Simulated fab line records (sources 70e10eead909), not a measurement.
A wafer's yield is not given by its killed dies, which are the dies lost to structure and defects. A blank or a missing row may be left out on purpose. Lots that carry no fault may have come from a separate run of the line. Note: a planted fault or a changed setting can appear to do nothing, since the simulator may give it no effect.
The tool behind it: which one? ; flow nand-harc ; 15 lots, 45 wafers sampled, at 2 steps of a route of 1159

== WHAT EACH GAUGE READ, for each wafer ==
NHARC_P_M2_OVL_MEAS_10: pitch 340 nm.
lot;measured;on;overlay-x-nm (nm);overlay-y-nm (nm)
L460;day 6 14:20;overlay-02;-0.7 -1.3 -1.2;0.4 0.9 1.2
L462;day 6 17:47;overlay-02;-0.1 -0.3 -0.3;1.9 2.1 1.3
L464;day 7 07:57;overlay-01;0.7 0.8 -0.1;0.3 0.2 0.3
L465;day 7 08:32;overlay-02;0.2 -0.9 -0.2;0.9 0.4 0.8
L471;day 8 15:02;overlay-02;- - -;- - -
L470;day 8 16:42;overlay-02;- - -;- - -
L472;day 9 08:43;overlay-02;- - -;- - -
L475;day 10 03:14;overlay-01;0.4 0.6 1.3;0.9 0.5 0.1
L476;day 10 03:55;overlay-02;1.0 0.7 -0.1;0.3 0.9 0.0
L477;day 10 16:22;overlay-02;1.7 1.8 1.9;1.3 0.6 0.8
L479;day 11 00:39;overlay-02;0.4 0.4 0.4;1.1 0.8 1.1
L480;day 11 03:22;overlay-02;-0.1 -0.3 -0.6;0.8 0.9 1.0
L481;day 11 08:58;overlay-01;0.2 0.1 -0.1;-0.6 -0.2 -0.1
L482;day 11 14:42;overlay-01;1.7 1.6 1.8;-1.1 -0.9 -1.5
L483;day 12 08:42;overlay-02;0.7 0.8 0.5;0.6 0.4 0.7

== TOOL THAT RAN EACH LOT (tool first, then ch and the chambers of the sampled wafers, then the start) ==
lot;NHARC_P_M2_PEB_07
L460;litho-track-06 ch 0, day 6 14:10
L462;litho-track-06 ch 0, day 6 17:37
L464;litho-track-06 ch 0, day 7 07:47
L465;litho-track-01 ch 0, day 7 08:22
L471;litho-track-04, day 8 14:52
L470;litho-track-06, day 8 16:32
L472;litho-track-04, day 9 08:33
L475;litho-track-01 ch 0, day 10 03:04
L476;litho-track-06 ch 0, day 10 03:44
L477;litho-track-01 ch 0, day 10 16:11
L479;litho-track-01 ch 0, day 11 00:29
L480;litho-track-04 ch 0, day 11 03:11
L481;litho-track-01 ch 0, day 11 08:49
L482;litho-track-04 ch 0, day 11 14:32
L483;litho-track-06 ch 0, day 12 08:31
- NHARC_P_M2_PEB_07: peb time 65 s.

== AS READ BY THE TOOLS THEMSELVES (means over the sampled wafers that have a number; for cases with no such wafer, the mark the record gives instead) ==
NHARC_P_M2_PEB_07.
lot;tool;chill-plate-temp-C (C);exhaust-pa (Pa)
L460;litho-track-06;22.97;44.7
L462;litho-track-06;22.94;44.5
L464;litho-track-06;23.09;44.1
L465;litho-track-01;22.99;46.2
L471;litho-track-04;-;-
L470;litho-track-06;-;-
L472;litho-track-04;-;-
L475;litho-track-01;23.00;44.6
L476;litho-track-06;23.11;45.4
L477;litho-track-01;23.17;44.4
L479;litho-track-01;22.96;45.5
L480;litho-track-04;22.88;45.1
L481;litho-track-01;22.89;45.4
L482;litho-track-04;23.07;44.1
L483;litho-track-06;22.91;44.9

== THE ANSWER, worked out from the rows above alone ==
Rule: usual is defined by the lots themselves. Put in order of their means at a reading, lots are off if they are a third of the lots or fewer, leave a main group of 4 or more, and stand apart from it by a gap of 3 or more times the standard deviation of the main group's means; of several such gaps the widest counts. The tables above print the reading to a certain number of digits; a main group whose means all agree to those digits is not used. A lot without any number at a reading at which 4 lots or more have one is off too. All remaining lots with rows at the step are treated as sound. Order of review: gauges by route order, followed by the tools' own readings, for which a lot's mean as printed above is used. The first step at which some lot is off is used, and at that step the reading that is off furthest; a lot without a number counts as furthest.
Off, at NHARC_P_M2_OVL_MEAS_10 on overlay-x-nm: L471, L470, L472. Without a number there: L471, L470, L472. The main group has a mean of 0.4 nm with a standard deviation of 0.79.
If a tool, at a process step before that reading, ran all the lots that are off and no sound lot after the first of them, it fits. The gauges at NHARC_P_M2_OVL_MEAS_10 aren't tried: what is off there is off at NHARC_P_M2_PEB_07 too, on other tools, and a gauge's error can't cause that. Of those tried, none fits.

== WHAT THE SIMULATOR HAD PUT IN ==
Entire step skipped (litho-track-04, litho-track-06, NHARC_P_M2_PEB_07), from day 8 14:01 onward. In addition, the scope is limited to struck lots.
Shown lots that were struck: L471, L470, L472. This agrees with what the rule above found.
